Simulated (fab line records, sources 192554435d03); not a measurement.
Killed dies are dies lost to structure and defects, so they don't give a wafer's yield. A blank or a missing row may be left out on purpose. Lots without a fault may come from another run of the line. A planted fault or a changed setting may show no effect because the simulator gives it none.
Chamber matching | flow n5_finfet | N5_BEOL_M0_PRE_CLEAN_131 on cvd_co-01: 3 sister chambers
The step time 15 s. 6 wafers are shown with their chamber, then 8 later ones without.

WAFERS WITH THEIR CHAMBER
wafer  | chamber | heater_power_w (W)
L226.6 | 1       | 77
L229.3 | 2       | 85
L229.4 | 0       | 84
L229.6 | 2       | 84
L231.1 | 0       | 81
L231.2 | 1       | 79

WAFERS WITHOUT THEIR CHAMBER
wafer  | heater_power_w (W)
L231.4 | 84
L232.1 | 82
L232.3 | 86
L238.1 | 77
L238.5 | 84
L238.6 | 78
L242.1 | 85
L242.4 | 84

WHICH CHAMBER EACH WENT THROUGH
wafer  | from the rows above     | in truth
L231.4 | can't be placed: 2 or 0 | 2
L232.1 | can't be placed: 0 or 2 | 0
L232.3 | can't be placed: 2 or 0 | 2
L238.1 | 1                       | 1
L238.5 | can't be placed: 2 or 0 | 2
L238.6 | 1                       | 1
L242.1 | can't be placed: 2 or 0 | 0
L242.4 | can't be placed: 2 or 0 | 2
Placed correctly: 2 of 8. Can't be placed from these rows: 6 (the true chamber is among the candidates in 6). Placed wrongly: 0.
How it was worked out, from the rows above alone: a wafer's distance from a chamber is the root of the sum, over the readings, of the square of ((its reading less the chamber's mean) divided by the reading's scatter). The wafer belongs to the nearest chamber; if the next one is less than 2 further off, it can't be placed. A chamber's mean is the mean of its shown wafers. The scatter: the root of (the sum of the squares of (reading less its chamber's mean) over the shown wafers, divided by (wafers less chambers)).
